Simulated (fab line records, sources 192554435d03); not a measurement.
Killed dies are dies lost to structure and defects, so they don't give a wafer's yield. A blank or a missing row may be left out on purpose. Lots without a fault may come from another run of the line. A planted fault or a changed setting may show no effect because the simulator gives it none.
Tool commonality check | flow n5_finfet | 9 lots, 27 wafers sampled

WHY IT WAS OPENED
At N5_BEOL_M4_RC_MEAS_101 the reading RS_NWELL is flagged on 2 of 9 lots. Wafers without a fault read 1038 ohm/sq, standard deviation 6.6.
Rule: a lot is flagged when every wafer of it that has a number lies more than 4 standard deviations from that mean, or none has a number. The other lots count as sound.

lot  | measured     | on        | RS_NWELL (ohm/sq), wafer by wafer | flag
L556 | day 7 17:22  | prober-01 | 1033 1034 1038                    |
L559 | day 8 17:45  | prober-02 | 1034 1030 1016                    |
L561 | day 9 00:22  | prober-01 | 1046 1041 1039                    |
L564 | day 10 00:22 | prober-01 | 1041 1053 1041                    |
L571 | day 12 02:37 | prober-01 | 1220 1231 1213                    | FLAGGED
L573 | day 12 12:56 | prober-02 | 1215 1215 1208                    | FLAGGED
L574 | day 13 08:08 | prober-02 | 1040 1038 1038                    |
L577 | day 13 17:27 | prober-01 | 1042 1036 1034                    |
L579 | day 14 13:20 | prober-01 | 1042 1039 1031                    |
The numbers of the flagged lots are 1217 ohm/sq on average: +179 ohm/sq against the usual, or +27 standard deviations.

WHICH TOOL RAN EACH LOT
The record holds 4 process steps before the reading, out of a route of 1938 steps. In each cell: the tool, then ch and the chambers that the sampled wafers went through, then the start.
lot  | flag    | N5_ZERO_LAYER_ETCH_17             | N5_WELL_APT_DESCUM_13             | N5_WELL_APT_IMPLANT_14         | N5_PMOS_HMC_CHANNEL_EPI_ETCH_32
L556 |         | rie_diel-03 ch 1,2,3, day 1 12:52 | rie_diel-04 ch 0,3, day 1 13:48   | implanter-01 ch 0, day 1 13:58 | rie_diel-02 ch 1,2, day 1 17:53
L559 |         | rie_diel-02 ch 1,2, day 2 07:08   | rie_diel-05 ch 0,2, day 2 08:04   | implanter-02 ch 0, day 2 08:10 | rie_diel-03 ch 1,2,3, day 2 11:34
L561 |         | rie_diel-03 ch 0,2,3, day 2 18:52 | rie_diel-04 ch 1,2,3, day 2 19:58 | implanter-01 ch 0, day 2 20:04 | rie_diel-03 ch 0,2,3, day 3 00:05
L564 |         | rie_diel-01 ch 2,3, day 3 13:02   | rie_diel-06 ch 0,1,3, day 3 14:12 | implanter-01 ch 0, day 3 14:22 | rie_diel-01 ch 1,2,3, day 3 18:56
L571 | FLAGGED | rie_diel-01 ch 0,1,3, day 5 06:43 | rie_diel-05 ch 0,1,2, day 5 07:46 | implanter-01 ch 0, day 5 07:52 | rie_diel-01 ch 0,1,3, day 5 11:21
L573 | FLAGGED | rie_diel-01 ch 1,2, day 5 18:54   | rie_diel-04 ch 2,3, day 5 20:00   | implanter-01 ch 0, day 5 20:06 | rie_diel-02 ch 0,1,3, day 5 23:32
L574 |         | rie_diel-02 ch 1,2,3, day 6 00:43 | rie_diel-06 ch 1,2, day 6 01:40   | implanter-02 ch 0, day 6 01:46 | rie_diel-01 ch 0,1,2, day 6 05:18
L577 |         | rie_diel-02 ch 0,1,2, day 6 18:43 | rie_diel-06 ch 0,3, day 6 19:49   | implanter-02 ch 0, day 6 19:58 | rie_diel-01 ch 1,2, day 6 23:29
L579 |         | rie_diel-01 ch 0,3, day 7 07:06   | rie_diel-04 ch 1,2, day 7 09:17   | implanter-02 ch 0, day 7 09:23 | rie_diel-02 ch 0,1,2, day 7 12:38
What these steps do:
- N5_ZERO_LAYER_ETCH_17: etches SiO2 in CF4, target depth 12 nm, time 13.3 s.
- N5_WELL_APT_DESCUM_13: chemistry O2, time 7.9 s.
- N5_WELL_APT_IMPLANT_14
- N5_PMOS_HMC_CHANNEL_EPI_ETCH_32: etches BARC in N2/H2, stops on SiO2, target depth 85.8 nm, time 50.3 s.
- N5_BEOL_M4_RC_MEAS_101

FLAGGED OVER TOTAL, TOOL BY TOOL (the gauges that took the reading come last)
step                            | tool         | lots run | flagged | share of the flagged lots | sound lots run after its first flagged lot
N5_ZERO_LAYER_ETCH_17           | rie_diel-01  | 4        | 2       | all                       | 1 (L579)
N5_ZERO_LAYER_ETCH_17           | rie_diel-02  | 3        | 0       | none                      | -
N5_ZERO_LAYER_ETCH_17           | rie_diel-03  | 2        | 0       | none                      | -
N5_WELL_APT_DESCUM_13           | rie_diel-04  | 4        | 1       | some                      | 1 (L579)
N5_WELL_APT_DESCUM_13           | rie_diel-05  | 2        | 1       | some                      | 0
N5_WELL_APT_DESCUM_13           | rie_diel-06  | 3        | 0       | none                      | -
N5_WELL_APT_IMPLANT_14          | implanter-01 | 5        | 2       | all                       | 0
N5_WELL_APT_IMPLANT_14          | implanter-02 | 4        | 0       | none                      | -
N5_PMOS_HMC_CHANNEL_EPI_ETCH_32 | rie_diel-01  | 4        | 1       | some                      | 2 (L574,L577)
N5_PMOS_HMC_CHANNEL_EPI_ETCH_32 | rie_diel-02  | 3        | 1       | some                      | 1 (L579)
N5_PMOS_HMC_CHANNEL_EPI_ETCH_32 | rie_diel-03  | 2        | 0       | none                      | -
N5_BEOL_M4_RC_MEAS_101          | prober-01    | 6        | 1       | some                      | 2 (L577,L579)
N5_BEOL_M4_RC_MEAS_101          | prober-02    | 3        | 1       | some                      | 1 (L574)

WHAT THE TABLE ALLOWS
2 rows of the table ran every flagged lot: rie_diel-01 at N5_ZERO_LAYER_ETCH_17, implanter-01 at N5_WELL_APT_IMPLANT_14.
- rie_diel-01 at N5_ZERO_LAYER_ETCH_17: 2 of its 4 lots flagged. Sound lots ran on it after the first flagged one (L579), which a lasting fault on the whole tool wouldn't allow.
- implanter-01 at N5_WELL_APT_IMPLANT_14: 2 of its 5 lots flagged. Its last sound lot is L564 (day 3 14:22), its first flagged lot L571 (day 5 07:52): a fault that began between those two fits. Its own readings lie more than 4 standard deviations out on every wafer of the flagged lots: dose_ions_cm2, faraday_current_uA.
One tool is left: implanter-01 at N5_WELL_APT_IMPLANT_14.

WHAT THE SIMULATOR HAD PUT IN
Process parameter drift: implanter-01, from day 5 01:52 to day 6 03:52, at N5_WELL_APT_IMPLANT_14. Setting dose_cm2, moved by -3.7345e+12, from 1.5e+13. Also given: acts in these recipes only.
Lots struck among those shown: L571, L573. The rule above found the same.
